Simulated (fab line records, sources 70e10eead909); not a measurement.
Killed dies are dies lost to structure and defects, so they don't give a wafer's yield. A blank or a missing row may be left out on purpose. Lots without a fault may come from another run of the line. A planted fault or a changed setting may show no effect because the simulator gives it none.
Chamber matching | flow nand_harc | NHARC_A_CHANNEL_FILL_D1_ALD_25 on ald_hk-02: 4 sister chambers
The step deposits SiOx, target thk 60 nm, pulse time 10 s, ald cycles 600. 8 wafers are shown with their chamber, then 8 later ones without.

WAFERS WITH THEIR CHAMBER
wafer  | chamber | heater_power_w (W) | precursor_pulse_height_rel
L076.2 | 1       | 413                | 1.021
L080.2 | 0       | 488                | 1.002
L080.4 | 3       | 475                | 0.996
L080.5 | 3       | 472                | 1.018
L082.1 | 2       | 532                | 1.012
L082.4 | 1       | 412                | 0.981
L082.5 | 0       | 498                | 1.001
L086.1 | 2       | 505                | 0.974

WAFERS WITHOUT THEIR CHAMBER
wafer  | heater_power_w (W) | precursor_pulse_height_rel
L086.5 | 516                | 1.003
L086.6 | 438                | 0.983
L089.3 | 515                | 1.031
L089.4 | 425                | 1.007
L089.5 | 501                | 0.981
L093.3 | 484                | 1.024
L093.4 | 512                | 1.003
L093.6 | 493                | 1.013

WHICH CHAMBER EACH WENT THROUGH
wafer  | from the rows above          | in truth
L086.5 | can't be placed: 2 or 0      | 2
L086.6 | can't be placed: 1 or 3      | 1
L089.3 | can't be placed: 2 or 0      | 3
L089.4 | 1                            | 1
L089.5 | can't be placed: 0 or 2 or 3 | 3
L093.3 | can't be placed: 3 or 0      | 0
L093.4 | can't be placed: 2 or 0      | 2
L093.6 | can't be placed: 0 or 3      | 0
Placed correctly: 1 of 8. Can't be placed from these rows: 7 (the true chamber is among the candidates in 6). Placed wrongly: 0.
How it was worked out, from the rows above alone: a wafer's distance from a chamber is the root of the sum, over the readings, of the square of ((its reading less the chamber's mean) divided by the reading's scatter). The wafer belongs to the nearest chamber; if the next one is less than 2 further off, it can't be placed. A chamber's mean is the mean of its shown wafers. The scatter: the root of (the sum of the squares of (reading less its chamber's mean) over the shown wafers, divided by (wafers less chambers)).
